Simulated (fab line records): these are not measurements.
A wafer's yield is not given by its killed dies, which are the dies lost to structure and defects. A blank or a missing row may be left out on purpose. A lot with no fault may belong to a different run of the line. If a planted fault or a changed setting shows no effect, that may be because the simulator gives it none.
Matching of chambers ; flow nandHarc ; 4 sister chambers for NHARC_A_CONTACT_ETCH_51 on rieDiel-07
The step etches the open film in O2/COS, target depth 7000 nm, time 1820 s. 8 wafers are shown with their chamber, then 7 later ones without.

== EACH WAFER AND ITS CHAMBER ==
wafer;chamber;showerheadPlenumPTorr (Torr);drypumpMotorCurrentA (A)
L195.5;3;3.20;6.2
L198.2;2;3.35;6.1
L198.5;0;3.24;6.2
L199.3;1;3.24;6.0
L199.5;3;3.19;6.3
L199.6;1;3.24;5.9
L200.2;0;3.24;6.1
L200.3;2;3.35;6.1

== WAFERS MISSING THEIR CHAMBER ==
wafer;showerheadPlenumPTorr (Torr);drypumpMotorCurrentA (A)
L200.4;3.19;6.2
L202.1;3.24;5.9
L202.2;3.24;6.1
L202.4;3.35;6.0
L205.3;3.34;6.1
L205.4;3.24;6.1
L205.6;3.34;6.1

== WHICH CHAMBER EACH ONE RAN IN ==
wafer;from the rows above;in truth
L200.4;3;3
L202.1;1;1
L202.2;can't be placed: 0 or 1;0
L202.4;2;2
L205.3;2;2
L205.4;can't be placed: 0 or 1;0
L205.6;2;2
Placed correctly: 5 of 7. These rows do not allow placing 2 (true chamber among the candidates in 2). Wrongly placed: 0.
How it was worked out, from the rows above alone: a wafer's distance from a chamber is the root of the sum, over the readings, of the square of ((its reading less the chamber's mean) divided by the reading's scatter). The wafer belongs to the nearest chamber; if the next one is less than 2 further off, it can't be placed. A chamber's mean is the mean of its shown wafers. How the scatter is found: for the shown wafers, subtract from each reading the mean of its chamber, square and add these, divide the total by (wafers less chambers), then take the root.
